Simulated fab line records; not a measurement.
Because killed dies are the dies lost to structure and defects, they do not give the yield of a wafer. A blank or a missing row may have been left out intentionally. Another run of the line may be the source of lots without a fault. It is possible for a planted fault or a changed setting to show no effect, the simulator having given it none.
Which tool was responsible? / flow n5 finfet / 9 lots with 27 wafers sampled at 5 steps, on a route of 1938 steps

WHAT EACH GAUGE READ, for each wafer
N5_BEOL_M4_RC_MEAS_101. Usual: DIBL_N 36.3 mV/V, standard deviation 1.2; DIBL_P 36.3 mV/V, standard deviation 1.4; IOFF_N 0.157 nA/um, standard deviation 0.02; IOFF_P 0.22 nA/um, standard deviation 0.033; ION_N 675 uA/um, standard deviation 9.6; ION_P 465 uA/um, standard deviation 8.2; SS_N 71.4 mV/dec, standard deviation 0.45; SS_P 73.3 mV/dec, standard deviation 0.54; VT_N 249.8 mV, standard deviation 2.5; VT_P -249 mV, standard deviation 3.2.
lot=L797; measured=day 8 02:21; on=prober-01; DIBL_N (mV/V)=37.2 36.6 35.3; DIBL_P (mV/V)=38.5 37.3 36.4; IOFF_N (nA/um)=0.169 0.150 0.137; IOFF_P (nA/um)=0.23 0.21 0.20; ION_N (uA/um)=681 676 661; ION_P (uA/um)=466 467 457; SS_N (mV/dec)=71.4 71.6 71.5; SS_P (mV/dec)=72.8 72.7 73.0; VT_N (mV)=246.2 249.8 251.9; VT_P (mV)=-249 -251 -252; flag=
lot=L799; measured=day 8 19:53; on=prober-01; DIBL_N (mV/V)=34.6 35.1 35.3; DIBL_P (mV/V)=34.8 34.9 35.1; IOFF_N (nA/um)=0.128 0.132 0.137; IOFF_P (nA/um)=0.16 0.17 0.17; ION_N (uA/um)=665 662 668; ION_P (uA/um)=455 453 455; SS_N (mV/dec)=71.2 71.7 71.2; SS_P (mV/dec)=72.0 72.3 71.9; VT_N (mV)=251.3 251.7 253.9; VT_P (mV)=-256 -253 -254; flag=
lot=L800; measured=day 9 23:38; on=prober-01; DIBL_N (mV/V)=36.5 37.5 36.6; DIBL_P (mV/V)=35.2 37.4 34.6; IOFF_N (nA/um)=0.145 0.176 0.138; IOFF_P (nA/um)=0.20 0.24 0.19; ION_N (uA/um)=677 690 674; ION_P (uA/um)=465 477 460; SS_N (mV/dec)=71.7 71.7 71.2; SS_P (mV/dec)=73.1 73.4 73.4; VT_N (mV)=253.5 246.0 252.7; VT_P (mV)=-251 -247 -251; flag=
lot=L808; measured=day 11 23:50; on=prober-01; DIBL_N (mV/V)=37.4 36.5 36.8; DIBL_P (mV/V)=38.4 36.9 36.2; IOFF_N (nA/um)=0.177 0.157 0.153; IOFF_P (nA/um)=0.21 0.18 0.18; ION_N (uA/um)=680 669 665; ION_P (uA/um)=462 459 451; SS_N (mV/dec)=72.0 71.7 72.0; SS_P (mV/dec)=73.6 73.1 73.3; VT_N (mV)=248.5 249.4 250.3; VT_P (mV)=-253 -253 -254; flag=
lot=L809; measured=day 12 05:26; on=prober-01; DIBL_N (mV/V)=37.2 35.8 36.2; DIBL_P (mV/V)=37.3 36.4 36.6; IOFF_N (nA/um)=0.182 0.173 0.173; IOFF_P (nA/um)=0.25 0.24 0.23; ION_N (uA/um)=680 680 677; ION_P (uA/um)=475 472 465; SS_N (mV/dec)=71.3 71.3 71.1; SS_P (mV/dec)=73.5 73.9 72.8; VT_N (mV)=248.5 249.2 247.7; VT_P (mV)=-246 -245 -246; flag=
lot=L810; measured=day 11 12:14; on=prober-01; DIBL_N (mV/V)=34.5 34.2 33.8; DIBL_P (mV/V)=34.8 34.3 34.0; IOFF_N (nA/um)=0.155 0.146 0.141; IOFF_P (nA/um)=0.19 0.18 0.17; ION_N (uA/um)=679 681 670; ION_P (uA/um)=468 459 459; SS_N (mV/dec)=71.6 70.7 71.5; SS_P (mV/dec)=73.8 72.8 72.9; VT_N (mV)=249.4 247.7 248.8; VT_P (mV)=-252 -255 -256; flag=
lot=L811; measured=day 12 12:53; on=prober-02; DIBL_N (mV/V)=37.1 36.4 34.7; DIBL_P (mV/V)=37.0 36.4 34.0; IOFF_N (nA/um)=0.156 0.154 0.120; IOFF_P (nA/um)=0.22 0.21 0.18; ION_N (uA/um)=666 671 660; ION_P (uA/um)=459 457 453; SS_N (mV/dec)=71.4 72.1 70.6; SS_P (mV/dec)=74.0 73.0 73.4; VT_N (mV)=250.1 252.0 254.0; VT_P (mV)=-249 -251 -253; flag=
lot=L815; measured=day 13 11:45; on=prober-01; DIBL_N (mV/V)=35.0 35.9 35.8; DIBL_P (mV/V)=33.2 34.8 34.6; IOFF_N (nA/um)=0.123 0.141 0.130; IOFF_P (nA/um)=0.15 0.17 0.17; ION_N (uA/um)=654 665 650; ION_P (uA/um)=443 450 442; SS_N (mV/dec)=70.7 71.5 71.2; SS_P (mV/dec)=73.8 73.9 73.9; VT_N (mV)=256.3 254.5 257.1; VT_P (mV)=-256 -258 -256; flag=
lot=L817; measured=day 13 20:59; on=prober-02; DIBL_N (mV/V)=38.3 37.7 38.1; DIBL_P (mV/V)=38.4 38.6 38.6; IOFF_N (nA/um)=0.206 0.195 0.199; IOFF_P (nA/um)=0.26 0.26 0.26; ION_N (uA/um)=675 675 692; ION_P (uA/um)=463 467 474; SS_N (mV/dec)=72.1 72.2 71.5; SS_P (mV/dec)=74.6 73.5 73.9; VT_N (mV)=247.8 247.5 244.4; VT_P (mV)=-247 -249 -245; flag=

TOOL THAT RAN EACH LOT (tool first, then ch and the chambers of the sampled wafers, then the start)
lot=L797; N5_HKMG_FIN_STRIP_69=plasma asher-02 ch 0,1, day 4 12:19; N5_HKMG_FIN_CMP_94=cmp-02 ch 0,3, day 4 13:43; N5_GATE_CUT_CUT_ETCH_53=rie metal-03 ch 0,1, day 4 18:25; N5_GATE_CUT_CUT_ETCH_54=rie metal-03 ch 0,1, day 4 18:29
lot=L799; N5_HKMG_FIN_STRIP_69=plasma asher-02 ch 1, day 4 19:32; N5_HKMG_FIN_CMP_94=cmp-02 ch 0,1,2, day 4 20:56; N5_GATE_CUT_CUT_ETCH_53=rie metal-01 ch 0,1, day 5 01:56; N5_GATE_CUT_CUT_ETCH_54=rie metal-01 ch 0,1, day 5 01:59
lot=L800; N5_HKMG_FIN_STRIP_69=plasma asher-01 ch 0,1, day 5 10:33; N5_HKMG_FIN_CMP_94=cmp-03 ch 0,1,3, day 5 12:00; N5_GATE_CUT_CUT_ETCH_53=rie metal-03 ch 0,1, day 5 16:38; N5_GATE_CUT_CUT_ETCH_54=rie metal-03 ch 0,1, day 5 16:41
lot=L808; N5_HKMG_FIN_STRIP_69=plasma asher-01 ch 0,1, day 7 04:29; N5_HKMG_FIN_CMP_94=cmp-02 ch 0,3, day 7 05:59; N5_GATE_CUT_CUT_ETCH_53=rie metal-03 ch 0,1, day 7 10:17; N5_GATE_CUT_CUT_ETCH_54=rie metal-03 ch 0,1, day 7 10:21
lot=L809; N5_HKMG_FIN_STRIP_69=plasma asher-01 ch 0,1, day 7 06:14; N5_HKMG_FIN_CMP_94=cmp-01 ch 1,2,3, day 7 07:38; N5_GATE_CUT_CUT_ETCH_53=rie metal-03 ch 0,1, day 7 12:32; N5_GATE_CUT_CUT_ETCH_54=rie metal-03 ch 0,1, day 7 12:36
lot=L810; N5_HKMG_FIN_STRIP_69=plasma asher-01 ch 0,1, day 7 09:50; N5_HKMG_FIN_CMP_94=cmp-02 ch 0,1,3, day 7 11:11; N5_GATE_CUT_CUT_ETCH_53=rie metal-02 ch 0,1, day 7 15:35; N5_GATE_CUT_CUT_ETCH_54=rie metal-02 ch 0,1, day 7 15:39
lot=L811; N5_HKMG_FIN_STRIP_69=plasma asher-02 ch 0,1, day 7 18:43; N5_HKMG_FIN_CMP_94=cmp-01 ch 0,1,3, day 7 20:07; N5_GATE_CUT_CUT_ETCH_53=rie metal-02 ch 0,1, day 8 00:35; N5_GATE_CUT_CUT_ETCH_54=rie metal-02 ch 0,1, day 8 00:39
lot=L815; N5_HKMG_FIN_STRIP_69=plasma asher-02 ch 0,1, day 8 20:04; N5_HKMG_FIN_CMP_94=cmp-01 ch 0,1,3, day 8 21:30; N5_GATE_CUT_CUT_ETCH_53=rie metal-01 ch 1, day 9 03:11; N5_GATE_CUT_CUT_ETCH_54=rie metal-01 ch 1, day 9 03:14
lot=L817; N5_HKMG_FIN_STRIP_69=plasma asher-01 ch 0,1, day 9 07:22; N5_HKMG_FIN_CMP_94=cmp-01 ch 0,1,2, day 9 08:49; N5_GATE_CUT_CUT_ETCH_53=rie metal-02 ch 0,1, day 9 13:11; N5_GATE_CUT_CUT_ETCH_54=rie metal-02 ch 0,1, day 9 13:14
- N5_HKMG_FIN_STRIP_69: strips in N2/H2, time 360 s.
- N5_HKMG_FIN_CMP_94: polishes, stops on SiNx, t overpolish 4.7 s, target thk 43.299 nm.
- N5_GATE_CUT_CUT_ETCH_53: etches W in SF6/Cl2, target depth 79.2 nm.
- N5_GATE_CUT_CUT_ETCH_54: etches TiN in Cl2/BCl3, target depth 96.7 nm.

WHAT THE TOOLS THEMSELVES READ (means of the sampled wafers that have a number; where no wafer has one, the mark that the record gives instead)
N5_HKMG_FIN_STRIP_69. Usual: drypump motor current A 5.35 A, standard deviation 0.088; heater power w 486 W, standard deviation 33.
lot=L797; tool=plasma asher-02; drypump motor current A (A)=5.30; heater power w (W)=505; flag=
lot=L799; tool=plasma asher-02; drypump motor current A (A)=5.32; heater power w (W)=512; flag=
lot=L800; tool=plasma asher-01; drypump motor current A (A)=5.48; heater power w (W)=461; flag=
lot=L808; tool=plasma asher-01; drypump motor current A (A)=5.51; heater power w (W)=466; flag=
lot=L809; tool=plasma asher-01; drypump motor current A (A)=5.47; heater power w (W)=467; flag=
lot=L810; tool=plasma asher-01; drypump motor current A (A)=5.50; heater power w (W)=440; flag=
lot=L811; tool=plasma asher-02; drypump motor current A (A)=5.30; heater power w (W)=488; flag=
lot=L815; tool=plasma asher-02; drypump motor current A (A)=5.30; heater power w (W)=508; flag=
lot=L817; tool=plasma asher-01; drypump motor current A (A)=5.47; heater power w (W)=465; flag=

N5_HKMG_FIN_CMP_94. Usual: motor current A 11.9 A, standard deviation 1.9; platen rpm 50.29 rpm, standard deviation 0.035.
lot=L797; tool=cmp-02; motor current A (A)=11.1; platen rpm (rpm)=50.29; flag=
lot=L799; tool=cmp-02; motor current A (A)=12.4; platen rpm (rpm)=50.31; flag=
lot=L800; tool=cmp-03; motor current A (A)=12.6; platen rpm (rpm)=50.28; flag=
lot=L808; tool=cmp-02; motor current A (A)=10.3; platen rpm (rpm)=50.30; flag=
lot=L809; tool=cmp-01; motor current A (A)=12.6; platen rpm (rpm)=50.28; flag=
lot=L810; tool=cmp-02; motor current A (A)=12.2; platen rpm (rpm)=50.27; flag=
lot=L811; tool=cmp-01; motor current A (A)=11.1; platen rpm (rpm)=50.29; flag=
lot=L815; tool=cmp-01; motor current A (A)=11.2; platen rpm (rpm)=50.33; flag=
lot=L817; tool=cmp-01; motor current A (A)=11.0; platen rpm (rpm)=50.30; flag=

N5_GATE_CUT_CUT_ETCH_53. Usual: drypump motor current A 5.9 A, standard deviation 0.41; etch rf on time s 26.2 s, standard deviation 0.47; oes product au 0.72 a.u., standard deviation 0.087; rf fwd power W 880 W, standard deviation 3.4; throttle valve pct 28.69 %, standard deviation 0.15.
lot=L797; tool=rie metal-03; drypump motor current A (A)=6.0; etch rf on time s (s)=26.4; oes product au (a.u.)=0.73; rf fwd power W (W)=881; throttle valve pct (%)=28.76; flag=
lot=L799; tool=rie metal-01; drypump motor current A (A)=5.6; etch rf on time s (s)=25.7; oes product au (a.u.)=0.83; rf fwd power W (W)=877; throttle valve pct (%)=28.57; flag=
lot=L800; tool=rie metal-03; drypump motor current A (A)=6.0; etch rf on time s (s)=26.8; oes product au (a.u.)=0.66; rf fwd power W (W)=878; throttle valve pct (%)=28.89; flag=
lot=L808; tool=rie metal-03; drypump motor current A (A)=6.0; etch rf on time s (s)=26.1; oes product au (a.u.)=0.72; rf fwd power W (W)=883; throttle valve pct (%)=28.77; flag=
lot=L809; tool=rie metal-03; drypump motor current A (A)=6.0; etch rf on time s (s)=26.2; oes product au (a.u.)=0.71; rf fwd power W (W)=882; throttle valve pct (%)=28.77; flag=
lot=L810; tool=rie metal-02; drypump motor current A (A)=6.4; etch rf on time s (s)=25.9; oes product au (a.u.)=0.66; rf fwd power W (W)=875; throttle valve pct (%)=28.72; flag=
lot=L811; tool=rie metal-02; drypump motor current A (A)=6.4; etch rf on time s (s)=26.2; oes product au (a.u.)=0.66; rf fwd power W (W)=876; throttle valve pct (%)=28.73; flag=
lot=L815; tool=rie metal-01; drypump motor current A (A)=5.3; etch rf on time s (s)=26.6; oes product au (a.u.)=0.69; rf fwd power W (W)=884; throttle valve pct (%)=28.55; flag=
lot=L817; tool=rie metal-02; drypump motor current A (A)=6.4; etch rf on time s (s)=26.0; oes product au (a.u.)=0.67; rf fwd power W (W)=881; throttle valve pct (%)=28.74; flag=

N5_GATE_CUT_CUT_ETCH_54. Usual: drypump motor current A 5.9 A, standard deviation 0.41; etch rf on time s 36.6 s, standard deviation 0.6; oes product au 0.72 a.u., standard deviation 0.088; rf fwd power W 980 W, standard deviation 6; throttle valve pct 22.09 %, standard deviation 0.14.
lot=L797; tool=rie metal-03; drypump motor current A (A)=6.0; etch rf on time s (s)=36.5; oes product au (a.u.)=0.74; rf fwd power W (W)=981; throttle valve pct (%)=22.16; flag=
lot=L799; tool=rie metal-01; drypump motor current A (A)=5.6; etch rf on time s (s)=36.6; oes product au (a.u.)=0.82; rf fwd power W (W)=978; throttle valve pct (%)=21.99; flag=
lot=L800; tool=rie metal-03; drypump motor current A (A)=6.0; etch rf on time s (s)=37.4; oes product au (a.u.)=0.66; rf fwd power W (W)=978; throttle valve pct (%)=22.29; flag=
lot=L808; tool=rie metal-03; drypump motor current A (A)=6.0; etch rf on time s (s)=34.4; oes product au (a.u.)=0.74; rf fwd power W (W)=1061; throttle valve pct (%)=22.16; flag=OFF
lot=L809; tool=rie metal-03; drypump motor current A (A)=6.0; etch rf on time s (s)=34.5; oes product au (a.u.)=0.74; rf fwd power W (W)=1063; throttle valve pct (%)=22.15; flag=OFF
lot=L810; tool=rie metal-02; drypump motor current A (A)=6.4; etch rf on time s (s)=36.3; oes product au (a.u.)=0.66; rf fwd power W (W)=981; throttle valve pct (%)=22.07; flag=
lot=L811; tool=rie metal-02; drypump motor current A (A)=6.4; etch rf on time s (s)=36.5; oes product au (a.u.)=0.65; rf fwd power W (W)=980; throttle valve pct (%)=22.08; flag=
lot=L815; tool=rie metal-01; drypump motor current A (A)=5.3; etch rf on time s (s)=37.1; oes product au (a.u.)=0.69; rf fwd power W (W)=989; throttle valve pct (%)=21.99; flag=
lot=L817; tool=rie metal-02; drypump motor current A (A)=6.4; etch rf on time s (s)=36.0; oes product au (a.u.)=0.66; rf fwd power W (W)=981; throttle valve pct (%)=22.05; flag=

THE ANSWER, worked out from the rows above alone
Rule: a lot counts as off when the mean over its wafers that have a number is more than 3 standard deviations away from the usual mean. Also off: a lot with no number at a reading for which 4 or more lots have one. Where the step has rows for the other lots, those lots are counted as sound. The gauges are gone through in route order, then the tools' own readings, and for those a lot's mean is taken as printed above. The first step at which some lot is off is used, and at that step the reading that is off furthest; a lot without a number counts as furthest.
Off: L808, L809 (N5_GATE_CUT_CUT_ETCH_54, rf fwd power W).
If a tool, at that step or one of the process steps before it, ran each lot that is off and ran no sound lot following the first of them, it fits. One candidate fits, namely rie metal-03 at N5_GATE_CUT_CUT_ETCH_53 and N5_GATE_CUT_CUT_ETCH_54. At N5_GATE_CUT_CUT_ETCH_53 its last sound lot is L800 (day 5 16:38), its first lot that is off L808 (day 7 10:17): a fault that began between those two fits.

WHAT THE SIMULATOR HAD INSERTED
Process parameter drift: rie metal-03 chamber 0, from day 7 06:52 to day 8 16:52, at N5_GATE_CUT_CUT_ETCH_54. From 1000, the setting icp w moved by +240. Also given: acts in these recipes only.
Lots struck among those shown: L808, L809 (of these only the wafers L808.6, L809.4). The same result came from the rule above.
